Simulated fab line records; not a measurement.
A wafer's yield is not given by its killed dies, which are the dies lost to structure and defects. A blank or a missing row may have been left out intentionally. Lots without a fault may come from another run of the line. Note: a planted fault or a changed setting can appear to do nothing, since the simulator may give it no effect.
Chamber matching :: flow n5 finfet :: N5_HKMG_FIN_STRIP_93 on rie diel-05 has 4 sister chambers
The step strips SOC in N2/H2, time 20 s. 14 wafers are shown with their chamber, then 7 later ones without.

WAFERS PAIRED WITH THEIR CHAMBERS
wafer: L075.2
chamber: 2
showerhead plenum p Torr (Torr): 3.47
throttle valve pct (%): 19.1
oes product au (a.u.): 0.72

wafer: L075.4
chamber: 1
showerhead plenum p Torr (Torr): 3.20
throttle valve pct (%): 19.6
oes product au (a.u.): 0.69

wafer: L075.5
chamber: 0
showerhead plenum p Torr (Torr): 3.46
throttle valve pct (%): 19.7
oes product au (a.u.): 0.70

wafer: L082.1
chamber: 2
showerhead plenum p Torr (Torr): 3.46
throttle valve pct (%): 19.2
oes product au (a.u.): 0.71

wafer: L082.3
chamber: 1
showerhead plenum p Torr (Torr): 3.20
throttle valve pct (%): 19.7
oes product au (a.u.): 0.67

wafer: L082.6
chamber: 2
showerhead plenum p Torr (Torr): 3.46
throttle valve pct (%): 19.2
oes product au (a.u.): 0.71

wafer: L084.4
chamber: 1
showerhead plenum p Torr (Torr): 3.19
throttle valve pct (%): 19.7
oes product au (a.u.): 0.67

wafer: L084.5
chamber: 2
showerhead plenum p Torr (Torr): 3.46
throttle valve pct (%): 19.2
oes product au (a.u.): 0.71

wafer: L084.6
chamber: 3
showerhead plenum p Torr (Torr): 3.48
throttle valve pct (%): 19.0
oes product au (a.u.): 0.72

wafer: L086.3
chamber: 3
showerhead plenum p Torr (Torr): 3.47
throttle valve pct (%): 19.0
oes product au (a.u.): 0.72

wafer: L086.5
chamber: 0
showerhead plenum p Torr (Torr): 3.45
throttle valve pct (%): 19.3
oes product au (a.u.): 0.96

wafer: L086.6
chamber: 1
showerhead plenum p Torr (Torr): 3.19
throttle valve pct (%): 19.7
oes product au (a.u.): 0.67

wafer: L087.2
chamber: 0
showerhead plenum p Torr (Torr): 3.45
throttle valve pct (%): 19.3
oes product au (a.u.): 0.94

wafer: L087.4
chamber: 3
showerhead plenum p Torr (Torr): 3.47
throttle valve pct (%): 19.0
oes product au (a.u.): 0.71

SIGNATURES (means of the wafers above)
reading: showerhead plenum p Torr
chamber 0: 3.4533
chamber 1: 3.1950
chamber 2: 3.4625
chamber 3: 3.4733
scatter within a chamber: 0.00555

reading: throttle valve pct
chamber 0: 19.433
chamber 1: 19.675
chamber 2: 19.175
chamber 3: 19.000
scatter within a chamber: 0.11

reading: oes product au
chamber 0: 0.8667
chamber 1: 0.6750
chamber 2: 0.7125
chamber 3: 0.7167
scatter within a chamber: 0.065
Rule: for a wafer and a chamber, the distance is found by dividing, reading by reading, the gap between the wafer's reading and the chamber's mean by the reading's scatter, squaring, summing and taking the root. The wafer belongs to the nearest chamber; if the next one is less than 2 further off, it can't be placed. The scatter is the square root of a quotient: the sum, over the shown wafers, of each reading's squared deviation from its chamber's mean, divided by wafers minus chambers.

WAFERS WHOSE CHAMBER IS MISSING
wafer: L087.6
showerhead plenum p Torr (Torr): 3.45
throttle valve pct (%): 19.3
oes product au (a.u.): 0.94

wafer: L096.3
showerhead plenum p Torr (Torr): 3.59
throttle valve pct (%): 19.3
oes product au (a.u.): 0.93

wafer: L096.4
showerhead plenum p Torr (Torr): 3.46
throttle valve pct (%): 19.1
oes product au (a.u.): 0.70

wafer: L096.6
showerhead plenum p Torr (Torr): 3.44
throttle valve pct (%): 19.3
oes product au (a.u.): 0.89

wafer: L097.3
showerhead plenum p Torr (Torr): 3.46
throttle valve pct (%): 19.1
oes product au (a.u.): 0.70

wafer: L097.4
showerhead plenum p Torr (Torr): 3.59
throttle valve pct (%): 19.3
oes product au (a.u.): 0.93

wafer: L097.5
showerhead plenum p Torr (Torr): 3.59
throttle valve pct (%): 19.3
oes product au (a.u.): 0.92

EACH ONE'S CHAMBER
wafer: L087.6
from the rows above: 0
in truth: 0

wafer: L096.3
from the rows above: can't be placed: 3 or 2
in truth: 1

wafer: L096.4
from the rows above: can't be placed: 2 or 3
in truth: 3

wafer: L096.6
from the rows above: 0
in truth: 0

wafer: L097.3
from the rows above: can't be placed: 2 or 3
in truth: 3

wafer: L097.4
from the rows above: can't be placed: 3 or 2
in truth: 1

wafer: L097.5
from the rows above: can't be placed: 3 or 2
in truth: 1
2 of 7 placed correctly. These rows do not allow placing 5 (true chamber among the candidates in 2). 0 placed wrongly.
